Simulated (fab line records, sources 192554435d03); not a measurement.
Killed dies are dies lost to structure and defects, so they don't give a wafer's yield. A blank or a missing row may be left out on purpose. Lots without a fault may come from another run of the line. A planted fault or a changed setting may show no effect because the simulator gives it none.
Split-lot experiment | flow n5_finfet | 7 lots, 39 wafers read, on a route of 1938 steps

THE SPLIT
At N5_BEOL_M7_DESCUM_33 (chemistry O2, time 7 s), the setting time_s was moved away from the recipe's 7 s on 15 of the 39 wafers read, by -36.8% to +42.2%. The other wafers ran this setting at the recipe's value.

The file shows no step between the split and the reading.

THE READING
CAR-EUV_of_BEOL_M7_COAT_22.thk_nm (the simulator's own value, which no gauge read), in nm, at N5_BEOL_M7_ETCH_72 (etches underlayer in N2/H2, target depth 6.5 nm, time 5.2 s). The file gives no usual value for it. The 24 wafers here that ran the recipe average 20.3 nm, standard deviation 0.1 nm.

wafer  | tool, chamber at the split | time_s as run, s | against the recipe | CAR-EUV_of_BEOL_M7_COAT_22.thk_nm, nm | against lot-mates on the recipe
L080.1 | rie_diel-01, 2,3,3         | 5.14             | -26.6%             | 21.2                                  | +0.9
L080.3 | rie_diel-01, 2,3,3         | 5.14             | -26.6%             | 21.2                                  | +0.9
L080.5 | rie_diel-01, 2,3,3         | 5.14             | -26.6%             | 21.2                                  | +0.9
L080.2 | rie_diel-01, 0,1           | 7                | recipe             | 20.4                                  | -
L080.4 | rie_diel-01, 0,1           | 7                | recipe             | 20.4                                  | -
L080.6 | rie_diel-01, 2             | 7                | recipe             | 20.2                                  | -
L083.1 | rie_diel-06, 3,1,0         | 4.421            | -36.8%             | 21.6                                  | +1.3
L083.4 | rie_diel-06, 3,1,0         | 4.421            | -36.8%             | 21.6                                  | +1.3
L083.6 | rie_diel-06, 3,1,0         | 4.421            | -36.8%             | 21.6                                  | +1.3
L083.2 | rie_diel-06, 2             | 7                | recipe             | 20.4                                  | -
L083.3 | rie_diel-06, 0,1           | 7                | recipe             | 20.2                                  | -
L083.5 | rie_diel-06, 0,1           | 7                | recipe             | 20.2                                  | -
L089.1 | rie_diel-06, 2             | 7                | recipe             | 20.4                                  | -
L089.2 | rie_diel-06, 3             | 7                | recipe             | 20.4                                  | -
L089.6 | rie_diel-06, 3             | 7                | recipe             | 20.4                                  | -
L089.3 | rie_diel-06, 0             | 9.955            | +42.2%             | 18.6                                  | -1.8
L089.4 | rie_diel-06, 1,2           | 9.955            | +42.2%             | 18.8                                  | -1.6
L089.5 | rie_diel-06, 1,2           | 9.955            | +42.2%             | 18.8                                  | -1.6
L090.1 | rie_diel-02, 1,0           | 4.774            | -31.8%             | 21.4                                  | +1.1
L090.4 | rie_diel-02, 2             | 4.774            | -31.8%             | 21.4                                  | +1.1
L090.2 | rie_diel-02, 1,0           | 4.774            | -31.8%             | 21.2                                  | +0.9
L090.3 | rie_diel-02, 3,1,2         | 7                | recipe             | 20.4                                  | -
L090.5 | rie_diel-02, 3,1,2         | 7                | recipe             | 20.2                                  | -
L090.6 | rie_diel-02, 3,1,2         | 7                | recipe             | 20.2                                  | -
L092.3 | rie_diel-06, 0             | 7                | recipe             | 20.2                                  | -
L092.4 | rie_diel-06, 1,3           | 7                | recipe             | 20.4                                  | -
L092.5 | rie_diel-06, 1,3           | 7                | recipe             | 20.4                                  | -
L094.1 | rie_diel-06, 3,1,2         | 7                | recipe             | 20.2                                  | -
L094.2 | rie_diel-06, 3,1,2         | 7                | recipe             | 20.2                                  | -
L094.3 | rie_diel-06, 0             | 9.663            | +38.0%             | 18.8                                  | -1.5
L094.4 | rie_diel-06, 3,1,2         | 7                | recipe             | 20.4                                  | -
L094.5 | rie_diel-06, 2,3           | 9.663            | +38.0%             | 19                                    | -1.3
L094.6 | rie_diel-06, 2,3           | 9.663            | +38.0%             | 19                                    | -1.3
L097.1 | rie_diel-01, 1,2,2,1,2,1   | 7                | recipe             | 20.4                                  | -
L097.4 | rie_diel-01, 1,2,2,1,2,1   | 7                | recipe             | 20.4                                  | -
L097.2 | rie_diel-01, 1,2,2,1,2,1   | 7                | recipe             | 20.2                                  | -
L097.3 | rie_diel-01, 1,2,2,1,2,1   | 7                | recipe             | 20.2                                  | -
L097.5 | rie_diel-01, 1,2,2,1,2,1   | 7                | recipe             | 20.2                                  | -
L097.6 | rie_diel-01, 1,2,2,1,2,1   | 7                | recipe             | 20.2                                  | -
Where a row lists several chambers, the file gives one row for several wafers and doesn't say which wafer went through which chamber.

THE FIT
A straight line over all 39 wafers: CAR-EUV_of_BEOL_M7_COAT_22.thk_nm changes by -0.0354 nm for each +1% of time_s; r = -0.99; the points scatter about the line by 0.098 nm.
The same after taking each lot's own level away (the mean of its wafers on the recipe; 39 wafers): -0.0361 nm for each +1%; r = -0.99; scatter 0.099 nm.
On that fit, the largest move of time_s shifts the reading by 1.5 nm.
The lots' own levels span 20.27 to 20.40 nm, that is 1.3 times the standard deviation above.
So the lot-to-lot level changes the slope little: the two slopes agree.
Check: with one of the wafers moved furthest among these (+42.2%) left out of the fit, the line predicts -1.51 nm for it against its lot-mates. It came out at -1.8 nm against them.

OTHER SPLITS ON THESE WAFERS
These wafers also went through other splits before the reading. Each is held against what the fit with the lots' levels taken away leaves over:
other split on the same wafers                 | wafers away from the commonest value | r with CAR-EUV_of_BEOL_M7_COAT_22.thk_nm (lot level and that fit taken away)
N5_ZERO_LAYER_DEVELOP_10 develop_time_s        | 12                                   | +0.02
N5_PMOS_HMC_CHANNEL_EPI_ETCH_38 target_depth_a | 18                                   | +0.02
N5_SDB_ALD_29 ald_cycles                       | 15                                   | +0.07
N5_MOL_CONTACT_COAG_VIA_ETCH_46 target_depth_a | 12                                   | -0.02
N5_BEOL_M1_HM_DEP_02 target_thk_a              | 9                                    | +0.00
N5_BEOL_M3_ETCH_64 time_s                      | 18                                   | +0.08

THE WHOLE CHAIN: every reading that the file lists as answering this split, in the file's order
step                 | what it does                                                | reading                                                                            | change (the file's fit)                | r (the file's)
N5_BEOL_M7_DESCUM_33 | chemistry O2, time 7 s                                      | CAR-EUV_of_BEOL_M7_COAT_22.thk_nm (the simulator's own value, which no gauge read) | -0.0352 nm for each +1% of the setting | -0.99
N5_BEOL_M7_ETCH_72   | etches underlayer in N2/H2, target depth 6.5 nm, time 5.2 s | CAR-EUV_of_BEOL_M7_COAT_22.thk_nm (the simulator's own value, which no gauge read) | -0.036 nm for each +1% of the setting  | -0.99

THE FILE'S OWN FIT
CAR-EUV_of_BEOL_M7_COAT_22.thk_nm changes by -0.036 nm for each +1% of time_s, r = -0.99.
